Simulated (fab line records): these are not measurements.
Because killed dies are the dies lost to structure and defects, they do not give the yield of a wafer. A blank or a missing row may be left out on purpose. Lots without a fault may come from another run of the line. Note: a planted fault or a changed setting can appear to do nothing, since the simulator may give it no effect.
Lot-split experiment :: flow n5Finfet :: on a route of 1938 steps: 7 lots, 39 wafers read

## THE SPLIT ITSELF
At N5_BEOL_M8_DEVELOP_10 (develop time 30 s), the setting developTimeS was moved away from the recipe's 30 s on 12 of the 39 wafers read, by -59.5% to +59.3%. For the rest of the wafers, this setting stayed at what the recipe calls for.

No step appears in the file between the split and the reading.

## THE READING
cdNm at N5_BEOL_M8_CD_MEAS_11, given in nm (cd target 38.5 nm). Typical for fault-free wafers on this fab line: 38.9 nm, with standard deviation 0.64 nm.

wafer: L076.1
tool, chamber at the split: lithoTrack-01, 0
developTimeS as run, s: 41.17
against the recipe: +37.2%
cdNm, nm: 40.2
against lot-mates on the recipe: +0.7

wafer: L076.2
tool, chamber at the split: lithoTrack-01, 0
developTimeS as run, s: 30
against the recipe: recipe
cdNm, nm: 39.1
against lot-mates on the recipe: -

wafer: L076.3
tool, chamber at the split: lithoTrack-01, 0
developTimeS as run, s: 41.17
against the recipe: +37.2%
cdNm, nm: 39.6
against lot-mates on the recipe: +0.1

wafer: L076.4
tool, chamber at the split: lithoTrack-01, 0
developTimeS as run, s: 41.17
against the recipe: +37.2%
cdNm, nm: 40.8
against lot-mates on the recipe: +1.3

wafer: L076.5
tool, chamber at the split: lithoTrack-01, 0
developTimeS as run, s: 30
against the recipe: recipe
cdNm, nm: 39.7
against lot-mates on the recipe: -

wafer: L076.6
tool, chamber at the split: lithoTrack-01, 0
developTimeS as run, s: 30
against the recipe: recipe
cdNm, nm: 39.6
against lot-mates on the recipe: -

wafer: L075.1
tool, chamber at the split: lithoTrack-02, 0
developTimeS as run, s: 30
against the recipe: recipe
cdNm, nm: 39.3
against lot-mates on the recipe: -

wafer: L075.2
tool, chamber at the split: lithoTrack-02, 0
developTimeS as run, s: 30
against the recipe: recipe
cdNm, nm: 37.6
against lot-mates on the recipe: -

wafer: L075.3
tool, chamber at the split: lithoTrack-02, 0
developTimeS as run, s: 30
against the recipe: recipe
cdNm, nm: 38.9
against lot-mates on the recipe: -

wafer: L075.4
tool, chamber at the split: lithoTrack-02, 0
developTimeS as run, s: 30
against the recipe: recipe
cdNm, nm: 38.8
against lot-mates on the recipe: -

wafer: L075.5
tool, chamber at the split: lithoTrack-02, 0
developTimeS as run, s: 30
against the recipe: recipe
cdNm, nm: 39.1
against lot-mates on the recipe: -

wafer: L075.6
tool, chamber at the split: lithoTrack-02, 0
developTimeS as run, s: 30
against the recipe: recipe
cdNm, nm: 38.9
against lot-mates on the recipe: -

wafer: L078.1
tool, chamber at the split: lithoTrack-02, 0
developTimeS as run, s: 47.79
against the recipe: +59.3%
cdNm, nm: 40.5
against lot-mates on the recipe: +2.1

wafer: L078.2
tool, chamber at the split: lithoTrack-02, 0
developTimeS as run, s: 47.79
against the recipe: +59.3%
cdNm, nm: 40.1
against lot-mates on the recipe: +1.7

wafer: L078.3
tool, chamber at the split: lithoTrack-02, 0
developTimeS as run, s: 30
against the recipe: recipe
cdNm, nm: 38.5
against lot-mates on the recipe: -

wafer: L078.4
tool, chamber at the split: lithoTrack-02, 0
developTimeS as run, s: 30
against the recipe: recipe
cdNm, nm: 38.0
against lot-mates on the recipe: -

wafer: L078.5
tool, chamber at the split: lithoTrack-02, 0
developTimeS as run, s: 47.79
against the recipe: +59.3%
cdNm, nm: 40.5
against lot-mates on the recipe: +2.1

wafer: L078.6
tool, chamber at the split: lithoTrack-02, 0
developTimeS as run, s: 30
against the recipe: recipe
cdNm, nm: 38.8
against lot-mates on the recipe: -

wafer: L079.1
tool, chamber at the split: lithoTrack-01, 0
developTimeS as run, s: 30
against the recipe: recipe
cdNm, nm: 38.6
against lot-mates on the recipe: -

wafer: L079.2
tool, chamber at the split: lithoTrack-01, 0
developTimeS as run, s: 30
against the recipe: recipe
cdNm, nm: 39.1
against lot-mates on the recipe: -

wafer: L079.3
tool, chamber at the split: lithoTrack-01, 0
developTimeS as run, s: 30
against the recipe: recipe
cdNm, nm: 39.7
against lot-mates on the recipe: -

wafer: L079.4
tool, chamber at the split: lithoTrack-01, 0
developTimeS as run, s: 30
against the recipe: recipe
cdNm, nm: 38.7
against lot-mates on the recipe: -

wafer: L079.5
tool, chamber at the split: lithoTrack-01, 0
developTimeS as run, s: 30
against the recipe: recipe
cdNm, nm: 38.6
against lot-mates on the recipe: -

wafer: L079.6
tool, chamber at the split: lithoTrack-01, 0
developTimeS as run, s: 30
against the recipe: recipe
cdNm, nm: 39.6
against lot-mates on the recipe: -

wafer: L081.1
tool, chamber at the split: lithoTrack-01, 0
developTimeS as run, s: 12.16
against the recipe: -59.5%
cdNm, nm: 36.1
against lot-mates on the recipe: -2.8

wafer: L081.2
tool, chamber at the split: lithoTrack-01, 0
developTimeS as run, s: 12.16
against the recipe: -59.5%
cdNm, nm: 35.8
against lot-mates on the recipe: -3.1

wafer: L081.3
tool, chamber at the split: lithoTrack-01, 0
developTimeS as run, s: 30
against the recipe: recipe
cdNm, nm: 38.5
against lot-mates on the recipe: -

wafer: L081.4
tool, chamber at the split: lithoTrack-01, 0
developTimeS as run, s: 12.16
against the recipe: -59.5%
cdNm, nm: 35.6
against lot-mates on the recipe: -3.3

wafer: L081.5
tool, chamber at the split: lithoTrack-01, 0
developTimeS as run, s: 30
against the recipe: recipe
cdNm, nm: 39.1
against lot-mates on the recipe: -

wafer: L081.6
tool, chamber at the split: lithoTrack-01, 0
developTimeS as run, s: 30
against the recipe: recipe
cdNm, nm: 39.0
against lot-mates on the recipe: -

wafer: L084.1
tool, chamber at the split: lithoTrack-02, 0
developTimeS as run, s: 30
against the recipe: recipe
cdNm, nm: 38.6
against lot-mates on the recipe: -

wafer: L084.5
tool, chamber at the split: lithoTrack-02, 0
developTimeS as run, s: 30
against the recipe: recipe
cdNm, nm: 38.6
against lot-mates on the recipe: -

wafer: L084.6
tool, chamber at the split: lithoTrack-02, 0
developTimeS as run, s: 30
against the recipe: recipe
cdNm, nm: 38.6
against lot-mates on the recipe: -

wafer: L095.1
tool, chamber at the split: lithoTrack-04, 0
developTimeS as run, s: 30
against the recipe: recipe
cdNm, nm: 37.5
against lot-mates on the recipe: -

wafer: L095.2
tool, chamber at the split: lithoTrack-04, 0
developTimeS as run, s: 30
against the recipe: recipe
cdNm, nm: 37.7
against lot-mates on the recipe: -

wafer: L095.3
tool, chamber at the split: lithoTrack-04, 0
developTimeS as run, s: 35.42
against the recipe: +18.1%
cdNm, nm: 39.0
against lot-mates on the recipe: +1.3

wafer: L095.4
tool, chamber at the split: lithoTrack-04, 0
developTimeS as run, s: 35.42
against the recipe: +18.1%
cdNm, nm: 38.2
against lot-mates on the recipe: +0.5

wafer: L095.5
tool, chamber at the split: lithoTrack-04, 0
developTimeS as run, s: 30
against the recipe: recipe
cdNm, nm: 37.8
against lot-mates on the recipe: -

wafer: L095.6
tool, chamber at the split: lithoTrack-04, 0
developTimeS as run, s: 35.42
against the recipe: +18.1%
cdNm, nm: 37.9
against lot-mates on the recipe: +0.2

THE FIT
A straight line over all 39 wafers: cdNm changes by +0.0372 nm for each +1% of developTimeS; r = +0.83; the points scatter about the line by 0.66 nm.
The same after taking each lot's own level away (the mean of its wafers on the recipe; 39 wafers): +0.0391 nm for each +1%; r = +0.91; scatter 0.47 nm.
On that fit, the largest move of developTimeS shifts the reading by 2.3 nm.
The span of the lots' own levels, 37.67 to 39.47 nm, comes to 2.8 times the standard deviation stated above.
Hence the lot-to-lot level has little effect on the slope; both slopes agree.
Check: with one of the wafers moved furthest among these (-59.5%) left out of the fit, the line predicts -2.4 nm for it against its lot-mates. It came out at -2.77 nm against them.

## ADDITIONAL SPLITS CARRIED BY THESE WAFERS
These wafers also went through other splits before the reading. Each is held against what the fit with the lots' levels taken away leaves over:
other split on the same wafers: N5_ZERO_LAYER_PECVD_02 timeS
wafers away from the commonest value: 12
r with cdNm (lot level and that fit taken away): -0.10

other split on the same wafers: N5_FIN_SAQP_SPACER1_ALD_24 aldCycles
wafers away from the commonest value: 15
r with cdNm (lot level and that fit taken away): +0.19

other split on the same wafers: N5_STI_FIN_REVEAL_ETCHBACK_08 timeS
wafers away from the commonest value: 15
r with cdNm (lot level and that fit taken away): +0.12

other split on the same wafers: N5_BEOL_M0_SAQP_MANDREL_ETCH_20 targetDepthA
wafers away from the commonest value: 12
r with cdNm (lot level and that fit taken away): +0.30

other split on the same wafers: N5_BEOL_M1_ALD_98 aldCycles
wafers away from the commonest value: 15
r with cdNm (lot level and that fit taken away): -0.17

other split on the same wafers: N5_BEOL_M2_DEP_57 timeS
wafers away from the commonest value: 12
r with cdNm (lot level and that fit taken away): -0.09

## THE FILE'S OWN FIT
cdNm changes by +0.038 nm for each +1% of developTimeS, r = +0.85.
